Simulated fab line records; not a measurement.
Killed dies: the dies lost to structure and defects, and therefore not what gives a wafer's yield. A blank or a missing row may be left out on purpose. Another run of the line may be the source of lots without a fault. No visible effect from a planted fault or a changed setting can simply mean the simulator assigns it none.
What tool caused it?    flow nand-harc    12 lots with 36 wafers sampled at 5 steps, on a route of 1159 steps

## WHAT EACH GAUGE READ, for each wafer
NHARC_END_SORT_01. Usual: defect-limited-yield 95.5 %, standard deviation 1.5; killed-at-array 27, standard deviation 10; killed-at-other 0.6, standard deviation 0.96; killed-at-periphery 3.4, standard deviation 2.7; killed-dies 31, standard deviation 10; killed-open 2.9, standard deviation 1.8; killed-short 1.8, standard deviation 1.4; sort_bin_2_pct 1.4 %, standard deviation 0.66; sort_bin_3_pct 0.25 %, standard deviation 0.23; sort_bin_4_pct 2.8 %, standard deviation 0.94; sort-n-pass 646, standard deviation 10; sort-rim-yield-pct 96.2 %, standard deviation 2.6; sort-yield-pct 95.5 %, standard deviation 1.5.
lot   measured      on         defect-limited-yield (%)  killed-at-array  killed-at-other  killed-at-periphery  killed-dies  killed-open  killed-short  sort_bin_2_pct (%)  sort_bin_3_pct (%)  sort_bin_4_pct (%)  sort-n-pass  sort-rim-yield-pct (%)  sort-yield-pct (%)  flag
L484  day 20 09:07  prober-01  97.6 95.9 97.0            10 17 15         1 0 1            5 11 4               16 28 20     2 3 3        1 1 4         0.3 1.8 0.9         0 0 0.15            2.1 2.4 1.9         661 649 657  99.1 93.4 98.1          97.6 95.9 97.0      
L481  day 20 16:42  prober-02  94.8 95.7 96.3            25 24 20         3 0 0            7 5 5                35 29 25     2 1 1        4 1 3         1.5 0.9 0.9         0.59 0.44 0.30      3.1 3.0 2.5         642 648 652  96.2 99.1 98.1          94.8 95.7 96.3      
L488  day 21 22:05  prober-02  93.2 93.2 93.1            45 42 44         0 1 0            1 3 3                46 46 47     6 2 5        1 1 1         2.2 2.5 2.5         0.15 0.89 0.59      4.4 3.4 3.8         631 631 630  98.1 96.2 94.3          93.2 93.2 93.1      
L491  day 22 05:33  prober-01  96.2 97.8 97.0            21 12 12         3 1 4            2 2 4                26 15 20     3 3 6        2 1 2         0.9 0.9 1.3         0.15 0 0.15         2.8 1.3 1.5         651 662 657  93.4 97.2 94.3          96.2 97.8 97.0      
L494  day 22 06:22  prober-02  94.7 0 94.7               35 34 30         0 642 0          1 1 6                36 677 36    3 2 8        0 0 4         1.9 97.6 1.8        0.44 0 0.30         3.0 2.4 3.2         641 0 641    94.3 0 90.6             94.7 0 94.7         OFF
L493  day 23 03:23  prober-01  0 95.6 96.8               35 26 18         640 0 1          2 4 3                677 30 22    3 5 3        1 1 1         96.3 1.6 0.9        0.30 0 0            3.4 2.8 2.4         0 647 655    0 98.1 90.6             0 95.6 96.8         OFF
L500  day 25 00:27  prober-01  94.5 92.8 93.1            33 47 39         0 0 1            4 2 7                37 49 47     3 2 3        2 1 2         1.6 2.8 2.8         0.15 0 0.44         3.7 4.4 3.7         640 628 630  97.2 95.3 94.3          94.5 92.8 93.1      

## WHICH TOOL RAN EACH LOT (tool, then ch and the chambers of the sampled wafers, then the start)
lot   NHARC_THIN_TSV_ETCH_44              NHARC_THIN_TSV_DEGAS_49       NHARC_THIN_TSV_PVD_51         NHARC_THIN_TSV_PRE_CLEAN_54
L480  rie-diel-11 ch 2,3, day 19 00:16    pvd-sputter-03, day 19 02:47  pvd-sputter-03, day 19 03:04  pvd-sputter-01, day 19 04:52
L484  rie-diel-04 ch 0,3, day 19 07:00    pvd-sputter-03, day 19 09:32  pvd-sputter-03, day 19 09:50  pvd-sputter-01, day 19 11:37
L481  rie-diel-11 ch 0,1,2, day 19 10:50  pvd-sputter-02, day 19 13:18  pvd-sputter-02, day 19 13:35  pvd-sputter-01, day 19 15:24
L486  rie-diel-04 ch 1,3, day 21 05:02    pvd-sputter-03, day 21 08:03  pvd-sputter-03, day 21 08:20  pvd-sputter-01, day 21 10:07
L488  rie-diel-09 ch 0,1,3, day 21 06:35  pvd-sputter-01, day 21 09:08  pvd-sputter-01, day 21 09:25  pvd-sputter-02, day 21 11:13
L491  rie-diel-09 ch 1,2,3, day 21 14:38  pvd-sputter-01, day 21 17:08  pvd-sputter-01, day 21 17:26  pvd-sputter-02, day 21 19:14
L494  rie-diel-04 ch 0,3, day 21 15:46    pvd-sputter-03, day 21 18:18  pvd-sputter-03, day 21 18:34  pvd-sputter-01, day 21 20:27
L493  rie-diel-04 ch 1,3, day 22 12:31    pvd-sputter-03, day 22 15:13  pvd-sputter-03, day 22 15:31  pvd-sputter-02, day 22 17:35
L497  rie-diel-04 ch 1,2,3, day 23 17:26  pvd-sputter-01, day 23 20:13  pvd-sputter-01, day 23 20:31  pvd-sputter-02, day 23 22:35
L498  rie-diel-09 ch 1,3, day 24 01:43    pvd-sputter-01, day 24 04:19  pvd-sputter-01, day 24 04:35  pvd-sputter-01, day 24 06:25
L500  rie-diel-04 ch 2,3, day 24 08:41    pvd-sputter-02, day 24 11:26  pvd-sputter-02, day 24 11:47  pvd-sputter-01, day 24 13:53
L501  rie-diel-11 ch 0,1,3, day 24 09:58  pvd-sputter-01, day 24 12:26  pvd-sputter-01, day 24 12:43  pvd-sputter-02, day 24 14:49
- NHARC_THIN_TSV_ETCH_44: etches the open film in CF4/O2, target depth 1594.2 nm, time 797.1 s.
- NHARC_THIN_TSV_DEGAS_49: time 120 s.
- NHARC_THIN_TSV_PVD_51: deposits Cu, target thk 100 nm.
- NHARC_THIN_TSV_PRE_CLEAN_54: time 30 s.

## WHAT THE TOOLS THEMSELVES READ (means of the sampled wafers that have a number; where no wafer has one, the mark that the record gives instead)
NHARC_THIN_TSV_ETCH_44. Usual: drypump-motor-current-A 5.8 A, standard deviation 0.36; oes-product-au 0.999 a.u., standard deviation 0.015; rf-vpp-V 793 V, standard deviation 4.4; showerhead-plenum-p-Torr 1.81 Torr, standard deviation 0.069; throttle-valve-pct 16.915 %, standard deviation 0.0082.
lot   tool         drypump-motor-current-A (A)  oes-product-au (a.u.)  rf-vpp-V (V)  showerhead-plenum-p-Torr (Torr)  throttle-valve-pct (%)  flag
L480  rie-diel-11  6.0                          1.008                  791           1.79                             16.924                  
L484  rie-diel-04  5.8                          1.003                  788           1.75                             16.912                  
L481  rie-diel-11  5.5                          0.992                  793           1.81                             16.916                  
L486  rie-diel-04  5.9                          1.009                  788           1.74                             16.916                  
L488  rie-diel-09  5.8                          1.002                  795           1.84                             16.915                  
L491  rie-diel-09  5.9                          1.005                  793           1.81                             16.907                  
L494  rie-diel-04  5.8                          1.006                  789           1.75                             16.923                  
L493  rie-diel-04  5.9                          1.004                  788           1.74                             16.917                  
L497  rie-diel-04  5.8                          0.996                  793           1.81                             16.909                  
L498  rie-diel-09  6.0                          1.010                  791           1.78                             16.914                  
L500  rie-diel-04  5.7                          0.986                  797           1.88                             16.914                  
L501  rie-diel-11  5.9                          1.002                  793           1.80                             16.924                  

NHARC_THIN_TSV_DEGAS_49. Usual: heater-power-w 470 W, standard deviation 54.
lot   tool            heater-power-w (W)  flag
L480  pvd-sputter-03  467                 
L484  pvd-sputter-03  497                 
L481  pvd-sputter-02  457                 
L486  pvd-sputter-03  495                 
L488  pvd-sputter-01  418                 
L491  pvd-sputter-01  507                 
L494  pvd-sputter-03  499                 
L493  pvd-sputter-03  503                 
L497  pvd-sputter-01  468                 
L498  pvd-sputter-01  472                 
L500  pvd-sputter-02  445                 
L501  pvd-sputter-01  491                 

NHARC_THIN_TSV_PVD_51. Usual: chamber-pressure-pa 5.002 Pa, standard deviation 0.01; throttle-valve-pct 29.9 %, standard deviation 0.74.
lot   tool            chamber-pressure-pa (Pa)  throttle-valve-pct (%)  flag
L480  pvd-sputter-03  4.992                     29.9                    
L484  pvd-sputter-03  4.997                     29.8                    
L481  pvd-sputter-02  5.002                     29.5                    
L486  pvd-sputter-03  5.008                     29.9                    
L488  pvd-sputter-01  4.995                     30.2                    
L491  pvd-sputter-01  5.002                     30.3                    
L494  pvd-sputter-03  5.008                     30.3                    
L493  pvd-sputter-03  4.995                     29.9                    
L497  pvd-sputter-01  4.998                     29.9                    
L498  pvd-sputter-01  5.003                     30.4                    
L500  pvd-sputter-02  5.010                     29.7                    
L501  pvd-sputter-01  4.996                     30.4                    

NHARC_THIN_TSV_PRE_CLEAN_54. Usual: heater-power-w 407 W, standard deviation 46.
lot   tool            heater-power-w (W)  flag
L480  pvd-sputter-01  406                 
L484  pvd-sputter-01  363                 
L481  pvd-sputter-01  436                 
L486  pvd-sputter-01  460                 
L488  pvd-sputter-02  389                 
L491  pvd-sputter-02  390                 
L494  pvd-sputter-01  427                 
L493  pvd-sputter-02  387                 
L497  pvd-sputter-02  385                 
L498  pvd-sputter-01  456                 
L500  pvd-sputter-01  432                 
L501  pvd-sputter-02  387                 

## THE ANSWER, worked out from the rows above alone
Rule: lot off if the mean of its wafers having a number is beyond 3 standard deviations from the usual mean. Also off: a lot with no number at a reading for which 4 or more lots have one. The other lots that the step has rows for count as sound. First the gauges in route order, then the tools' own readings, where a lot's mean is used as printed above. The first step at which some lot is off is used, and at that step the reading that is off furthest; a lot without a number counts as furthest.
Off: L494, L493 (NHARC_END_SORT_01, killed-at-other). Neither off nor sound, because the step has no rows for them: L480, L486, L497, L498, L501.
If a tool, at a process step before that reading, ran all the lots that are off and no sound lot after the first of them, it fits. Those tools and the gauges at NHARC_END_SORT_01 are tried in the same way. One fits: NHARC_THIN_TSV_DEGAS_49 and NHARC_THIN_TSV_PVD_51 on pvd-sputter-03. At NHARC_THIN_TSV_DEGAS_49 its last sound lot is L484 (day 19 09:32), its first lot that is off L494 (day 21 18:18): a fault that began between those two fits.

## WHAT THE SIMULATOR HAD INSERTED
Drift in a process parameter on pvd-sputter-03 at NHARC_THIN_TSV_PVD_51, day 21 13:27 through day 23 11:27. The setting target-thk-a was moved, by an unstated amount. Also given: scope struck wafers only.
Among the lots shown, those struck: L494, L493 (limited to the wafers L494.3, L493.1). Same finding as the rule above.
